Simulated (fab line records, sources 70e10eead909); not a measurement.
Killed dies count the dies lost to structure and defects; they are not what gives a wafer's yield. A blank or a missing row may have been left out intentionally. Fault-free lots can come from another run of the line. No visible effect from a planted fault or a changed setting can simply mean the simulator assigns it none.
Tool commonality check    flow nandHarc    3 lots, 9 wafers sampled

WHAT PROMPTED THE OPENING
On 3 of the 3 lots, a flag is raised at NHARC_END_SORT_01 on the reading killedAtPeriphery. No-fault wafers: 3.9, standard deviation 2.5.
Rule: flag the lot when none of its wafers has a number, or when each of its wafers that has one lies beyond 4 standard deviations from that mean. All remaining lots are regarded as sound.

lot   measured      on         killedAtPeriphery, wafer by wafer  flag
L992  day 29 14:43  prober-02  629 618 616                        FLAGGED
L993  day 30 14:36  prober-02  611 648 639                        FLAGGED
L994  day 31 21:36  prober-01  597 619 591                        FLAGGED
On average the flagged lots read 618.7, which is +614.8 against the usual, or +99 or more standard deviations.

LOT BY LOT: THE TOOL USED
Before the reading, the record contains 2 process steps out of a 1302-step route. Cell contents, in order: the tool; ch with the chambers the sampled wafers went through; the start.
lot   flag     NHARC_P_CONTACT_ETCH_35            NHARC_P_CONTACT_STRIP_28
L992  FLAGGED  rieDiel-13 ch 0,1,2, day 10 21:28  rieDiel-06 ch 0,1,2, day 10 22:21
L993  FLAGGED  rieDiel-12 ch 1,2, day 12 01:39    rieDiel-12 ch 0,2, day 12 02:31
L994  FLAGGED  rieDiel-06 ch 0,1,3, day 12 02:01  rieDiel-12 ch 1,2, day 12 02:52
What the steps here do:
- NHARC_P_CONTACT_ETCH_35: etches the open film in CF4, target depth 39 nm, time 65 s.
- NHARC_P_CONTACT_STRIP_28: strips in O2.
- NHARC_END_SORT_01

FLAGGED OVER TOTAL, TOOL BY TOOL (the gauges that took the reading come last)
step                      tool        lots run  flagged  share of the flagged lots  sound lots run after its first flagged lot
NHARC_P_CONTACT_ETCH_35   rieDiel-06  1         1        some                       0
NHARC_P_CONTACT_ETCH_35   rieDiel-12  1         1        some                       0
NHARC_P_CONTACT_ETCH_35   rieDiel-13  1         1        some                       0
NHARC_P_CONTACT_STRIP_28  rieDiel-06  1         1        some                       0
NHARC_P_CONTACT_STRIP_28  rieDiel-12  2         2        some                       0
NHARC_END_SORT_01         prober-01   1         1        some                       0
NHARC_END_SORT_01         prober-02   2         2        some                       0

THE TABLE: WHAT IT ALLOWS
No row of the table ran every flagged lot.

WHAT THE SIMULATOR HAD INSERTED
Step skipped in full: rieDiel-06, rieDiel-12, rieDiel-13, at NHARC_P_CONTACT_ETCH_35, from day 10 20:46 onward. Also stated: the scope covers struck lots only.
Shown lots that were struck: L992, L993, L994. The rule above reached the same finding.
